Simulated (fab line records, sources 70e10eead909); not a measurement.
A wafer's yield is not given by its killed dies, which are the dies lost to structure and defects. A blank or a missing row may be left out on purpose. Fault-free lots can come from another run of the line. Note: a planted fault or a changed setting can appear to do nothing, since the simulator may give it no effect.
2 desks, one fault	flow nand-harc	what lay behind the numbers comes last; until then each desk has only its own

== THE TOOL OWNER'S DESK: krf-scanner-02 ==
The tool's own readings at NHARC_A_BONDPAD_EXPOSE_06 (exposes mask A BPAD): means of the sampled wafers that have a number, for each lot that ran on this tool. Any lot whose mean is over 4 standard deviations away from the usual mean is out of limits and marked OUT; that distance is given in the brackets.
Columns: A = exposure-dose-mJ-cm2 at NHARC_A_BONDPAD_EXPOSE_06, usual 37.03; B = focus-offset-nm at NHARC_A_BONDPAD_EXPOSE_06, usual -0.2 nm; C = reticle-temp-C at NHARC_A_BONDPAD_EXPOSE_06, usual 22.97 C
lot	first seen here	A	B	C
L747	day 23 17:08	37.10	-0.3	22.95
L754	day 27 16:46	37.16	0.7	22.94
L757	day 27 18:13	37.09	-0.4	22.84
L760	day 29 14:45	37.12	-0.4	22.95
L762	day 30 04:25	37.11	-0.1	23.06
L764	day 30 19:05	37.03	-0.2	22.98
L765	day 31 00:50	37.09	-0.2	22.81
This desk found nothing out of limits on any of the 7 lots.

== METROLOGY DESK ==
What the gauges read, lot by lot, whatever tool the lot ran on: means of the sampled wafers that have a number. Any lot whose mean is over 4 standard deviations away from the usual mean is out of limits and marked OUT; that distance is given in the brackets.
Columns: A = cd-nm at NHARC_A_BONDPAD_CD_MEAS_09, usual 499.5 nm
lot	first seen here	A
L746	day 23 12:47	498.9
L748	day 23 13:20	501.6
L747	day 23 17:17	500.9
L750	day 24 10:40	499.6
L754	day 27 16:55	498.8
L757	day 27 18:22	497.8
L759	day 28 12:26	497.3
L760	day 29 14:55	500.6
L762	day 30 04:34	499.4
L764	day 30 19:14	499.0
L765	day 31 00:58	499.8
L768	day 32 10:44	499.5
This desk found nothing out of limits on any of the 12 lots.

== TAKEN TOGETHER ==
Nothing out of limits was seen by the tool owner's desk.
From the metrology desk's view, nothing was out of limits.

== WHAT THE SIMULATOR HAD INSERTED ==
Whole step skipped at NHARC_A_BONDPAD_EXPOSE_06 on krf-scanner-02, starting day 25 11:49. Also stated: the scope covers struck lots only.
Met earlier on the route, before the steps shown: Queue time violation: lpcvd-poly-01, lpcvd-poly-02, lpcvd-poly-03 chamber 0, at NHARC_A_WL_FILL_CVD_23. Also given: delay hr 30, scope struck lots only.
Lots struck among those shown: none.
